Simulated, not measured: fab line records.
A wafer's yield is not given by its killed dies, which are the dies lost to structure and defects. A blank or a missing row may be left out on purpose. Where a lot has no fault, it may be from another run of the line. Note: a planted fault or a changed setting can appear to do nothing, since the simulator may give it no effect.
fab line records	flow n5_finfet	part 2 of 2: steps 21 to 31 of 31
record: lots: 5	wafers: 15	last_day: 15
route steps=1938 shown BEOL_M14@1750 BEOL_M15@1773
lots with no fault: from the same line, run without faults
start_h: hours from the record's opening day to when the first of the lot's shown wafers began	wait_h: hours since the lot's step before	" unchanged from the row above	L1.1+2: a single row standing in for several wafers	- either no value or no given start	* or withheld: withheld	< > ~ a bound
route shown NAME@n: names a module that has steps shown in the file, with the first one's number in the route	usual: average and standard deviation across the fault-free wafers	same: alike in all rows	chamber/n: place in a boat	sites: readings site by site	_std_site: how widely they spread, as a standard deviation	_edge_site: the outer-site mean with the inner-site mean subtracted	radius_mm: how far each site lies from the wafer's centre	mask NAME#n: copy n	behind: the tool/chamber that last shaped the wafer	hold: why the lot went on hold/how many hours it stayed there/how the hold came to an end	device: which transistor (n, p or np) failed to switch	end of line: the same wafers' tests at the end of the route	a step given without rows: its recipe and nothing more	killed: at the first sort, the dies lost to defects and structure; wafer yield is something else	map: shows each die of a wafer: x if killed, . if not, _ if none is there
set.NAME: the setting the step ran with; set.NAME@STEP: the setting that earlier step ran with	model.NAME: the simulator's own value behind a step, which no gauge read
lots at selected steps of the route; one table per step, one row per wafer
services: when a tool's chamber went out of use (start_h, in hours from the record's first day, below 0 if earlier), for how many hours, and the reason
== steps ==
step: N5_BEOL_M14_DEP_53
recipe: material: SiCN	target_thk_a: 500	temp_c: withheld	precursor: 3MS/NH3	pressure_torr: 3	rf_w: 675	time_s: 17.8
usual: showerhead_plenum_p_Torr: 4.174/0.017	throttle_valve_pct: 17.9/1.3
same: time_s: 17.8
lot.wafer	tool	chamber	start_h	wait_h	showerhead_plenum_p_Torr	throttle_valve_pct
L074.1	pecvd-03	2	263.58	0.0	4.175	15.6
L074.3	"	0	"	"	4.182	17.6
L074.6	"	0	"	"	4.180	17.6
L075.2	pecvd-04	1	266.95	0.0	4.181	20.1
L075.4	"	2	"	"	4.157	18.0
L075.6	"	0	"	"	4.199	18.5
L079.1	pecvd-03	0	296.40	0.0	4.185	17.7
L079.2	"	2	"	"	4.168	15.6
L079.5	"	1	"	"	4.164	18.0
L088.1	pecvd-03	1	333.56	0.0	4.183	18.0
L088.4	"	0	"	"	4.187	17.6
L088.5	"	1	"	"	4.174	18.0
L087.2	pecvd-04	2	350.50	0.0	4.162	18.3
L087.4	"	0	"	"	4.205	18.9
L087.6	"	1	"	"	4.181	20.1
step: N5_BEOL_M14_RS_MEAS_54
recipe: thk_meas_gauge: four-point-probe	reads: Cu_of_BEOL_M14_ECD_47+Ta_of_BEOL_M14_SPUTTER_44+TaN_of_BEOL_M14_SPUTTER_43
usual: M14_RS: 0.0335/0.0014
lot.wafer	tool	chamber	start_h	wait_h	M14_RS[ohm/sq]
L074.1	film_metro-01	-	263.66	0.1	0.0333
L074.3	"	-	"	"	0.0323
L074.6	"	-	"	"	0.0336
L075.2	film_metro-01	-	267.02	0.1	0.0330
L075.4	"	-	"	"	0.0355
L075.6	"	-	"	"	0.0353
L079.1	film_metro-01	-	296.47	0.0	0.0328
L079.2	"	-	"	"	0.0349
L079.5	"	-	"	"	0.0350
L088.1	film_metro-01	-	333.63	0.0	0.0343
L088.4	"	-	"	"	0.0327
L088.5	"	-	"	"	0.0324
L087.2	film_metro-02	-	350.57	0.1	0.0333
L087.4	"	-	"	"	0.0333
L087.6	"	-	"	"	0.0317
step: N5_BEOL_M14_INSPECT_55
recipe: inspect_instrument: darkfield	mode: post_dep
usual: raw_defect_count: 73/24
lot.wafer	tool	chamber	start_h	wait_h	raw_defect_count
L074.1	defect_inspect-02	-	263.69	0.0	113
L074.3	"	-	"	"	96
L074.6	"	-	"	"	72
L075.2	defect_inspect-02	-	267.05	0.0	23
L075.4	"	-	"	"	48
L075.6	"	-	"	"	41
L079.1	defect_inspect-02	-	296.49	0.0	42
L079.2	"	-	"	"	70
L079.5	"	-	"	"	114
L088.1	defect_inspect-02	-	333.65	0.0	43
L088.4	"	-	"	"	62
L088.5	"	-	"	"	80
L087.2	defect_inspect-01	-	350.59	0.0	105
L087.4	"	-	"	"	69
L087.6	"	-	"	"	81
step: N5_BEOL_M15_ILD_DEP_00
recipe: material: SiO2	target_thk_a: 16293	temp_c: 400	precursor: TEOS/O2	pressure_torr: 6.5	rf_w: 900	teos_flow_sccm: 161.4	gas: O2	flow_sccm: 2650	time_s: 346.1
usual: heater_power_w: 543/99	showerhead_plenum_p_Torr: 8.36/0.034	throttle_valve_pct: 18.5/1.1
same: time_s: 346.1
lot.wafer	tool	chamber	start_h	wait_h	heater_power_w	showerhead_plenum_p_Torr	throttle_valve_pct
L074.1	pecvd-02	2	263.73	0.0	635	8.36	17.1
L074.3	"	1	"	"	434	8.33	18.3
L074.6	"	2	"	"	498	8.38	17.0
L075.2	pecvd-04	1	267.08	0.0	533	8.38	20.7
L075.4	"	1	"	"	615	8.39	20.9
L075.6	"	0	"	"	528	8.38	19.3
L079.1	pecvd-04	0	296.53	0.0	512	8.39	19.5
L079.2	"	2	"	"	639	8.36	18.4
L079.5	"	2	"	"	501	8.35	18.4
L088.1	pecvd-01	1	333.69	0.0	650	8.37	18.1
L088.4	"	0	"	"	402	8.32	18.9
L088.5	"	1	"	"	511	8.36	18.3
L087.2	pecvd-02	0	350.63	0.0	495	8.36	18.4
L087.4	"	1	"	"	487	8.33	18.5
L087.6	"	1	"	"	365	8.31	18.7
step: N5_BEOL_M15_THK_MEAS_01
recipe: reads: SiO2_of_BEOL_M15_ILD_DEP_00
usual: M15_ILD_THK: 1629/21
lot.wafer	tool	chamber	start_h	wait_h	M15_ILD_THK[nm]
L074.1	film_metro-01	-	263.98	0.1	1605
L074.3	"	-	"	"	1623
L074.6	"	-	"	"	1618
L075.2	film_metro-01	-	267.33	0.1	1613
L075.4	"	-	"	"	1639
L075.6	"	-	"	"	1651
L079.1	film_metro-01	-	296.78	0.1	1620
L079.2	"	-	"	"	1625
L079.5	"	-	"	"	1641
L088.1	film_metro-01	-	333.94	0.1	1624
L088.4	"	-	"	"	1639
L088.5	"	-	"	"	1675
L087.2	film_metro-01	-	350.99	0.3	1627
L087.4	"	-	"	"	1633
L087.6	"	-	"	"	1626
step: N5_BEOL_M15_COAT_58
recipe: resist: BARC	temp_c: 205	time_s: 60	spin_rpm: 1500	resist_thk_nm: 89
usual: dispense_pressure_kPa: 54.5/1.5	exhaust_pa: 44.9/0.89
same: time_s: 60
lot.wafer	tool	chamber	start_h	wait_h	dispense_pressure_kPa	exhaust_pa
L074.1	litho_track-02	0	264.01	0.0	53.2	43.8
L074.3	"	0	"	"	53.2	43.8
L074.6	"	0	"	"	53.2	45.4
L075.2	litho_track-03	0	267.36	0.0	53.8	45.5
L075.4	"	0	"	"	53.8	44.9
L075.6	"	0	"	"	53.8	44.3
L079.1	litho_track-01	0	296.81	0.0	57.1	44.9
L079.2	"	0	"	"	57.1	45.5
L079.5	"	0	"	"	57.1	45.3
L088.1	litho_track-02	0	333.97	0.0	53.2	46.0
L088.4	"	0	"	"	53.3	45.3
L088.5	"	0	"	"	53.3	44.7
L087.2	litho_track-03	0	351.02	0.0	53.9	44.5
L087.4	"	0	"	"	53.9	46.1
L087.6	"	0	"	"	53.8	46.2
step: N5_BEOL_M15_COAT_04
recipe: spin_rpm: 1704	resist_thk_nm: 800
usual: dispense_pressure_kPa: 54.5/1.6	exhaust_pa: 45.0/0.98
lot.wafer	tool	chamber	start_h	wait_h	dispense_pressure_kPa	exhaust_pa
L074.1	litho_track-02	0	-	-	53.2	45.0
L074.3	"	0	"	"	53.2	44.8
L074.6	"	0	"	"	53.2	44.3
L075.2	litho_track-03	0	-	-	53.8	44.1
L075.4	"	0	"	"	53.8	43.5
L075.6	"	0	"	"	53.8	45.4
L079.1	litho_track-01	0	-	-	57.1	46.1
L079.2	"	0	"	"	57.1	44.9
L079.5	"	0	"	"	57.1	44.6
L088.1	litho_track-02	0	-	-	53.2	44.9
L088.4	"	0	"	"	53.2	44.7
L088.5	"	0	"	"	53.3	43.7
L087.2	litho_track-03	0	-	-	53.8	44.8
L087.4	"	0	"	"	53.8	46.6
L087.6	"	0	"	"	53.8	45.2
step: N5_BEOL_M15_EBR_06
recipe: solvent: PGMEA	ebr_width_mm: 1.5
usual: exhaust_pa: 45.0/0.97
lot.wafer	tool	chamber	start_h	wait_h	exhaust_pa
L074.1	litho_track-02	0	-	-	44.9
L074.3	"	0	"	"	43.3
L074.6	"	0	"	"	44.4
L075.2	litho_track-03	0	-	-	47.0
L075.4	"	0	"	"	45.6
L075.6	"	0	"	"	46.1
L079.1	litho_track-01	0	-	-	45.8
L079.2	"	0	"	"	45.1
L079.5	"	0	"	"	45.7
L088.1	litho_track-02	0	-	-	43.6
L088.4	"	0	"	"	43.6
L088.5	"	0	"	"	42.9
L087.2	litho_track-03	0	-	-	45.6
L087.4	"	0	"	"	45.2
L087.6	"	0	"	"	44.7
step: N5_BEOL_M15_SOFTBAKE_05
recipe: temp_c: 130	time_s: 60
usual: exhaust_pa: 44.9/0.88
same: time_s: 60
lot.wafer	tool	chamber	start_h	wait_h	exhaust_pa
L074.1	litho_track-02	0	-	-	45.4
L074.3	"	0	"	"	45.2
L074.6	"	0	"	"	45.9
L075.2	litho_track-03	0	-	-	45.7
L075.4	"	0	"	"	44.7
L075.6	"	0	"	"	45.2
L079.1	litho_track-01	0	-	-	44.8
L079.2	"	0	"	"	44.5
L079.5	"	0	"	"	45.8
L088.1	litho_track-02	0	-	-	45.3
L088.4	"	0	"	"	45.6
L088.5	"	0	"	"	46.1
L087.2	litho_track-03	0	-	-	46.6
L087.4	"	0	"	"	45.2
L087.6	"	0	"	"	44.8
step: N5_BEOL_M15_EXPOSE_07
recipe: mask_id: V14	na: 0.8	source_shape: annular	sigma_inner: 0.5	sigma_outer: 0.8	polarization: unpolarized	attpsm_phase_deg: 180	dose_mj: 41.25
same: na: 0.8
lot.wafer	tool	chamber	start_h	wait_h	mask
L074.1+3+6	krf_scanner-01	0	264.23	-	V14#0
L075.2+4+6	krf_scanner-01	0	267.47	-	V14#0
L079.1+2+5	krf_scanner-02	0	296.91	-	V14#0
L088.1+4+5	krf_scanner-01	0	334.20	-	V14#0
L087.2+4+6	krf_scanner-02	0	351.25	-	V14#0
step: N5_BEOL_M15_PEB_08
recipe: peb_temp_c: 130	peb_time_s: 90
usual: exhaust_pa: 45.0/0.89
same: peb_time_s: 90
lot.wafer	tool	chamber	start_h	wait_h	exhaust_pa
L074.1	litho_track-02	0	264.29	0.1	45.0
L074.3	"	0	"	"	44.6
L074.6	"	0	"	"	45.0
L075.2	litho_track-01	0	267.52	0.0	45.5
L075.4	"	0	"	"	45.9
L075.6	"	0	"	"	44.4
L079.1	litho_track-02	0	296.97	0.1	44.9
L079.2	"	0	"	"	44.1
L079.5	"	0	"	"	45.3
L088.1	litho_track-02	0	334.25	0.1	42.6
L088.4	"	0	"	"	44.3
L088.5	"	0	"	"	45.4
L087.2	litho_track-01	0	351.30	0.0	44.8
L087.4	"	0	"	"	43.8
L087.6	"	0	"	"	44.8
== services ==
tool	chamber	start_h	hours	kind
cmp-03	-	237.91	4.0	pm
wet_bench-04	-	243.97	1.9	pm
krf_scanner-02	-	249.88	0.3	repair
krf_scanner-01	-	251.16	1.0	pm
pecvd-02	-	256.38	0.4	repair
cmp-02	-	258.41	2.0	repair
cmp-03	-	261.62	0.7	repair
cmp-02	-	262.26	0.8	repair
ecd_cu-01	-	272.53	0.3	repair
cmp-03	-	272.80	6.5	pm
krf_scanner-02	-	280.19	1.0	pm
cmp-03	-	286.88	18.2	pm
rtp_anneal-01	-	290.55	5.1	pm
krf_scanner-01	-	299.52	0.4	repair
krf_scanner-01	-	303.47	0.8	pm
ecd_cu-01	-	304.98	1.4	repair
krf_scanner-01	-	307.28	1.3	pm
rie_diel-06	3	307.81	6.7	repair
pecvd-02	2	316.73	9.6	repair
cmp-02	-	325.52	3.7	pm
rie_diel-01	3	330.01	15.9	repair
pecvd-03	1	334.05	5.2	repair
krf_scanner-01	-	336.40	4.4	pm
rie_diel-01	0	343.02	22.2	repair
